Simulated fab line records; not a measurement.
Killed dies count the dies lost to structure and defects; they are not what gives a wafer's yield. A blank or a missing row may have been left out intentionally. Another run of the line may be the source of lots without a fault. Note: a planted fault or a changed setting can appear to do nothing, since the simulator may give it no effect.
Chamber matching + flow n5Finfet + N5_DUMMY_REMOVAL_STRIP_10 on rieDiel-02: 4 sister chambers
The step strips in N2/H2, time 40 s. 8 wafers are shown with their chamber, then 8 later ones without.

== WAFERS, EACH WITH ITS CHAMBER ==
| wafer  | chamber | throttleValvePct (%) | oesProductAu (a.u.) |
|--------|---------|----------------------|---------------------|
| L080.5 | 2       | 11.99                | 0.77                |
| L081.4 | 0       | 12.48                | 0.70                |
| L081.5 | 3       | 12.48                | 0.74                |
| L082.1 | 3       | 12.48                | 0.74                |
| L083.1 | 1       | 12.34                | 0.71                |
| L083.5 | 0       | 12.49                | 0.69                |
| L083.6 | 1       | 12.33                | 0.69                |
| L085.3 | 2       | 11.99                | 0.77                |

== WAFERS WITHOUT THEIR CHAMBER ==
| wafer  | throttleValvePct (%) | oesProductAu (a.u.) |
|--------|----------------------|---------------------|
| L085.5 | 12.48                | 0.69                |
| L085.6 | 12.50                | 0.73                |
| L091.3 | 12.53                | 0.71                |
| L091.4 | 12.54                | 0.72                |
| L091.6 | 12.02                | 0.76                |
| L095.2 | 11.88                | 0.99                |
| L095.4 | 12.04                | 0.74                |
| L095.6 | 11.89                | 0.97                |

== WHICH CHAMBER EACH ONE RAN IN ==
| wafer  | from the rows above     | in truth                   |
|--------|-------------------------|----------------------------|
| L085.5 | 0                       | 0                          |
| L085.6 | can't be placed: 3 or 0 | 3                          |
| L091.3 | can't be placed: 0 or 3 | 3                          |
| L091.4 | can't be placed: 0 or 3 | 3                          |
| L091.6 | 2                       | 2                          |
| L095.2 | 2                       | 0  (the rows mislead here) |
| L095.4 | 2                       | 2                          |
| L095.6 | 2                       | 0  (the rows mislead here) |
3 of 8 placed correctly. From these rows, 3 cannot be placed; in 3 the true chamber is one of the candidates. Placed wrongly: 2.
How it was worked out, from the rows above alone: a wafer's distance from a chamber is the root of the sum, over the readings, of the square of ((its reading less the chamber's mean) divided by the reading's scatter). If the next closest chamber is less than 2 further off than the closest, the wafer can't be placed; otherwise it belongs to the closest. The mean given for a chamber averages the wafers shown for that chamber. The scatter: take each reading less its chamber's mean, square it, sum over the shown wafers, divide by the number of wafers less the number of chambers, and take the root.
